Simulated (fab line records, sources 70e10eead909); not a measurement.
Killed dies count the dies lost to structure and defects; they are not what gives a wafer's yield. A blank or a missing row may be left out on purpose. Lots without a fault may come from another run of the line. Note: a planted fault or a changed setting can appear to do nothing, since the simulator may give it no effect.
A struck lot beside a sound one | flow nand harc | 13 out of 1302 route steps
Sound: these wafers, L748.4, L748.5, L748.6. Wafers struck: L746.2, L746.3, L746.5. The cause comes at the end.
Per side, at each step with rows, come the tool, then ch with its chambers, and then its first start. Under that, the readings that differ: sound wafers | struck wafers | difference of the means | sigmas: that difference in standard deviations of wafers without a fault.
alike: readings whose means differ by less than 2 such deviations, and words and numbers that are the same on both sides. not compared: withheld readings, readings that some wafer has no value for, bounds like >300 that may hide the same value, and numbers for which the record gives no deviation and whose values overlap.
A row with sigmas, a row that says differs or no value, or rows on one side alone: a step with any of these is where the two part. Numbers that don't overlap but have no deviation are shown without sigmas and don't part them. A reading that every wafer of one side lacks parts them only if that side has two wafers or more.

first, 3 steps without rows for these wafers: NHARC_A_STAIRCASE_STRIP_296 (strips in SPM, time 900 s); NHARC_A_STAIRCASE_PRECLEAN_297 (cleans in SC1); NHARC_A_STAIRCASE_SRD_298.
NHARC_A_STAIRCASE_HM_DEP_462: deposits aC, target thk 800 nm.
  sound on acl dep-02 ch 0, day 23 05:04; struck on acl dep-02 ch 0, day 21 13:02
  alike: throttle valve pct
  not compared: susceptor temp C
NHARC_A_STAIRCASE_DEP_301: deposits SiON, target thk 30 nm.
  sound on pecvd-01 ch 0,1,2, day 23 06:05; struck on pecvd-02 ch 0,2, day 21 14:34
  alike: heater power w, susceptor temp C
then, 6 steps without rows for these wafers: NHARC_A_STAIRCASE_DEHYDRATE_302 (time 120 s); NHARC_A_STAIRCASE_HMDS_303 (time 30 s); NHARC_A_STAIRCASE_COAT_304; NHARC_A_STAIRCASE_SOFTBAKE_305 (time 170 s); NHARC_A_STAIRCASE_EBR_306; NHARC_A_STAIRCASE_EXPOSE_307 (exposes mask CHOP 50).
NHARC_A_STAIRCASE_PEB_308: peb time 130 s.
  sound on litho track-03 ch 0, day 23 06:40; struck on litho track-03, day 21 15:14
  no value came back on the struck wafers for chill plate temp C (C), exhaust pa (Pa); on the sound wafers chill plate temp C (C) reads 22.92 22.82 22.86
then, 1 step without rows for these wafers: NHARC_A_STAIRCASE_DEVELOP_309 (time 140 s).

WHERE THEY PART
Only at NHARC_A_STAIRCASE_PEB_308, within this record.

WHY: what had been put in by the simulator
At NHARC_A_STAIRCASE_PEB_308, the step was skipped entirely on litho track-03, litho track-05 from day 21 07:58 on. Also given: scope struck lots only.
